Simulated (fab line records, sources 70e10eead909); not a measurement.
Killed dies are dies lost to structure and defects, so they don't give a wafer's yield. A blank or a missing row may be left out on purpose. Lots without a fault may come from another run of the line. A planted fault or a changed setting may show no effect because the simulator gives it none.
Chamber matching | flow nand_harc | NHARC_A_STAIRCASE_ETCH_444 on rie_diel-10: 4 sister chambers
The step etches the open film in C4F8/O2, target depth 20400 nm, time 6800 s. 20 wafers are shown with their chamber, then 10 later ones without.

WAFERS WITH THEIR CHAMBER
wafer  | chamber | rf_vpp_V (V) | oes_product_au (a.u.)
L076.2 | 2       | 806          | 0.954
L076.4 | 0       | 804          | 0.986
L076.5 | 3       | 815          | 0.967
L077.2 | 0       | 804          | 0.958
L077.4 | 3       | 815          | 0.949
L077.6 | 0       | 805          | 0.962
L077.1 | 2       | 807          | 0.983
L077.3 | 1       | 800          | 0.987
L077.5 | 3       | 816          | 0.957
L079.1 | 3       | 815          | 0.908
L079.2 | 1       | 800          | 0.922
L079.5 | 3       | 815          | 0.909
L085.1 | 2       | 807          | 0.913
L085.2 | 1       | 798          | 0.915
L085.6 | 3       | 817          | 0.913
L084.2 | 1       | 800          | 0.919
L084.3 | 3       | 814          | 0.923
L084.6 | 1       | 800          | 0.915
L087.1 | 1       | 800          | 0.916
L087.4 | 3       | 814          | 0.909

SIGNATURES (means of the wafers above)
reading        | chamber 0 | chamber 1 | chamber 2 | chamber 3 | scatter within a chamber
rf_vpp_V       | 804.33    | 799.67    | 806.67    | 815.12    | 0.849
oes_product_au | 0.96867   | 0.92900   | 0.95000   | 0.92938   | 0.0264
Rule: a wafer's distance from a chamber is the root of the sum, over the readings, of the square of ((its reading less the chamber's mean) divided by the reading's scatter). The wafer belongs to the nearest chamber; if the next one is less than 2 further off, it can't be placed. The scatter: the root of (the sum of the squares of (reading less its chamber's mean) over the shown wafers, divided by (wafers less chambers)).

WAFERS WITHOUT THEIR CHAMBER
wafer  | rf_vpp_V (V) | oes_product_au (a.u.)
L087.6 | 805          | 0.920
L088.2 | 803          | 0.929
L088.3 | 805          | 0.922
L088.5 | 799          | 0.923
L091.1 | 799          | 0.917
L091.5 | 803          | 0.936
L091.6 | 815          | 0.925
L095.3 | 806          | 0.943
L095.4 | 799          | 0.947
L095.6 | 803          | 0.952

WHICH CHAMBER EACH WENT THROUGH
wafer  | from the rows above     | in truth
L087.6 | can't be placed: 0 or 2 | 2
L088.2 | can't be placed: 0 or 1 | 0
L088.3 | can't be placed: 0 or 2 | 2
L088.5 | 1                       | 1
L091.1 | 1                       | 1
L091.5 | can't be placed: 0 or 1 | 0
L091.6 | 3                       | 3
L095.3 | can't be placed: 2 or 0 | 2
L095.4 | 1                       | 1
L095.6 | 0                       | 0
Placed correctly: 5 of 10. Can't be placed from these rows: 5 (the true chamber is among the candidates in 5). Placed wrongly: 0.
